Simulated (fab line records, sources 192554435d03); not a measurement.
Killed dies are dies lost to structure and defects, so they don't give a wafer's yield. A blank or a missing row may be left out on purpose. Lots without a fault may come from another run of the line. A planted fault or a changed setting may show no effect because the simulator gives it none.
Chamber matching | flow n5_finfet | N5_BEOL_M8_ETCH_61 on rie_diel-01: 4 sister chambers
The step etches SiARC in CF4, target depth 45.5 nm, time 75.8 s. 14 wafers are shown with their chamber, then 7 later ones without.

WAFERS WITH THEIR CHAMBER
wafer  | chamber | drypump_motor_current_A (A) | showerhead_plenum_p_Torr (Torr) | throttle_valve_pct (%)
L079.1 | 1       | 6.5                         | 2.09                            | 15.32
L079.4 | 2       | 5.4                         | 2.19                            | 15.80
L079.6 | 0       | 6.2                         | 2.05                            | 15.78
L080.2 | 1       | 6.5                         | 2.09                            | 15.30
L080.4 | 3       | 5.1                         | 1.95                            | 15.51
L080.5 | 1       | 6.4                         | 2.09                            | 15.31
L081.1 | 1       | 6.5                         | 2.08                            | 15.33
L081.2 | 3       | 5.1                         | 1.95                            | 15.51
L081.6 | 1       | 6.5                         | 2.08                            | 15.33
L085.1 | 1       | 6.4                         | 2.08                            | 15.35
L085.4 | 1       | 6.5                         | 2.08                            | 15.36
L085.6 | 0       | 6.2                         | 2.04                            | 15.82
L086.2 | 3       | 5.1                         | 1.95                            | 15.53
L086.4 | 1       | 6.4                         | 2.08                            | 15.35

SIGNATURES (means of the wafers above)
reading                  | chamber 0 | chamber 1 | chamber 2 | chamber 3 | scatter within a chamber
drypump_motor_current_A  | 6.200     | 6.463     | 5.400     | 5.100     | 0.0433
showerhead_plenum_p_Torr | 2.0450    | 2.0838    | 2.1900    | 1.9500    | 0.00487
throttle_valve_pct       | 15.8000   | 15.3313   | 15.8000   | 15.5167   | 0.0204
Rule: a wafer's distance from a chamber is the root of the sum, over the readings, of the square of ((its reading less the chamber's mean) divided by the reading's scatter). The wafer belongs to the nearest chamber; if the next one is less than 2 further off, it can't be placed. The scatter: the root of (the sum of the squares of (reading less its chamber's mean) over the shown wafers, divided by (wafers less chambers)).

WAFERS WITHOUT THEIR CHAMBER
wafer  | drypump_motor_current_A (A) | showerhead_plenum_p_Torr (Torr) | throttle_valve_pct (%)
L086.5 | 6.2                         | 2.04                            | 15.83
L089.2 | 5.1                         | 1.94                            | 15.54
L089.3 | 6.3                         | 2.04                            | 15.83
L089.5 | 6.2                         | 2.04                            | 15.82
L097.1 | 6.4                         | 2.08                            | 15.35
L097.5 | 5.4                         | 2.18                            | 15.40
L097.6 | 5.1                         | 1.94                            | 15.58

WHICH CHAMBER EACH WENT THROUGH
wafer  | from the rows above | in truth
L086.5 | 0                   | 0
L089.2 | 3                   | 3
L089.3 | 0                   | 0
L089.5 | 0                   | 0
L097.1 | 1                   | 1
L097.5 | 2                   | 2
L097.6 | 3                   | 3
Placed correctly: 7 of 7. Can't be placed from these rows: 0. Placed wrongly: 0.
